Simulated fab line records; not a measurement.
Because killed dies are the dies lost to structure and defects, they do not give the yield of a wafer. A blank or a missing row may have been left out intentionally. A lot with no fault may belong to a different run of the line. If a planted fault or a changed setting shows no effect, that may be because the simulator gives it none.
A struck lot beside a sound one    flow nand_harc    15 out of 1159 route steps
Sound: the wafers L118.2, L118.4, L118.6. Struck: wafer L129.6. The cause is given at the end.
Each step with rows lists, per side, the tool, then ch with its chambers, then its first start. Under that, the readings that differ: sound wafers    struck wafers    difference of the means    sigmas: that difference in standard deviations of wafers without a fault.
alike: same words and numbers on both sides, and readings whose means sit less than 2 such deviations apart. not compared: any withheld reading, any reading some wafer has no value for, any bound like >300 that may hide the same value, and any number with overlapping values for which the record gives no deviation.
A row with sigmas, a row that says differs or no value, or rows on one side alone: a step with any of these is where the two part. Numbers that have no deviation but don't overlap get no sigmas and don't part them. A reading that every wafer of one side lacks parts them only if that side has two wafers or more.

first, 6 steps without rows for these wafers: NHARC_A_CONTACT_COAT_36 (resist thk 90 nm); NHARC_A_CONTACT_SOFTBAKE_37 (time 55 s); NHARC_A_CONTACT_EBR_38; NHARC_A_CONTACT_EXPOSE_39 (exposes mask A CC 3); NHARC_A_CONTACT_PEB_40 (peb time 65 s); NHARC_A_CONTACT_DEVELOP_41 (develop time 35 s).
NHARC_A_CONTACT_CD_MEAS_42: target cd 200 nm.
  sound on cd_sem-01 ch 0, day 15 16:11; struck on cd_sem-02 ch 0, day 18 17:22
  alike: cd_nm
NHARC_A_CONTACT_OVL_MEAS_43:
  sound on overlay-02, day 15 16:17; struck on overlay-02, day 18 17:26
  alike: overlay_x_nm, overlay_y_nm
NHARC_A_CONTACT_INSPECT_44:
  sound on defect_inspect-01, day 15 16:19; struck on defect_inspect-01, day 18 17:29
  alike: raw_defect_count
NHARC_A_CONTACT_DESCUM_47: chemistry O2, time 3 s.
  sound on rie_diel-10 ch 1,2,3, day 15 16:23; struck on rie_diel-10 ch 0, day 18 17:34
  alike: drypump_motor_current_A, oes_product_au, rf_vpp_V, showerhead_plenum_p_Torr, throttle_valve_pct
  not compared: rf_hours_counter_h
NHARC_A_CONTACT_ETCH_48: etches the open film in CF4, target depth 39 nm, time 65 s.
  sound on rie_diel-10 ch 0,1, day 15 16:31; struck on rie_diel-10 ch 1, day 18 17:39
  alike: drypump_motor_current_A, oes_product_au, rf_vpp_V, showerhead_plenum_p_Torr, throttle_valve_pct
  not compared: rf_hours_counter_h
NHARC_A_CONTACT_ETCH_49: etches the open film in N2/H2, target depth 260 nm, time 475.3 s.
  sound: rie_diel-10 ch 1,2; struck: rie_diel-10 ch 2
  alike: drypump_motor_current_A, oes_product_au, rf_vpp_V, showerhead_plenum_p_Torr, throttle_valve_pct
  not compared: rf_hours_counter_h
NHARC_A_CONTACT_ETCH_50: etches the open film in CF4/CHF3, target depth 84.7 nm, time 42.4 s.
  sound on rie_diel-10 ch 0,1,2, day 15 16:58; struck on rie_diel-10 ch 3, day 18 18:10
reading                sound              struck  difference  sigmas
oes_product_au (a.u.)  0.947 0.921 0.913  0.849   -0.078      -3
  alike: drypump_motor_current_A, rf_vpp_V, showerhead_plenum_p_Torr, throttle_valve_pct
  not compared: rf_hours_counter_h
NHARC_A_CONTACT_ETCH_51: etches the open film in O2/COS, target depth 3600 nm, time 936 s.
  sound: rie_diel-10 ch 0,2,3; struck: rie_diel-10 ch 2
reading                sound              struck  difference  sigmas
oes_product_au (a.u.)  0.990 0.996 0.970  1.027   +0.042      +3
  alike: drypump_motor_current_A, rf_vpp_V, showerhead_plenum_p_Torr, throttle_valve_pct
  not compared: rf_hours_counter_h
-- record jumps: 3 days between struck wafers' starts before vs after; left off in module A_CONTACT, resumes in module END, first step shown is number 1159 of the route --
NHARC_END_SORT_01:
  here the record holds rows for the struck wafers (prober-02 ch 0, day 21 15:20) but none for the sound ones

## WHERE THEY PART
Last at NHARC_END_SORT_01 as far as this record goes, first at NHARC_A_CONTACT_ETCH_50.

WHY: what had been put in by the simulator
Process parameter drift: rie_diel-10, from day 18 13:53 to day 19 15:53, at NHARC_A_CONTACT_ETCH_50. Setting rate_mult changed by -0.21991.
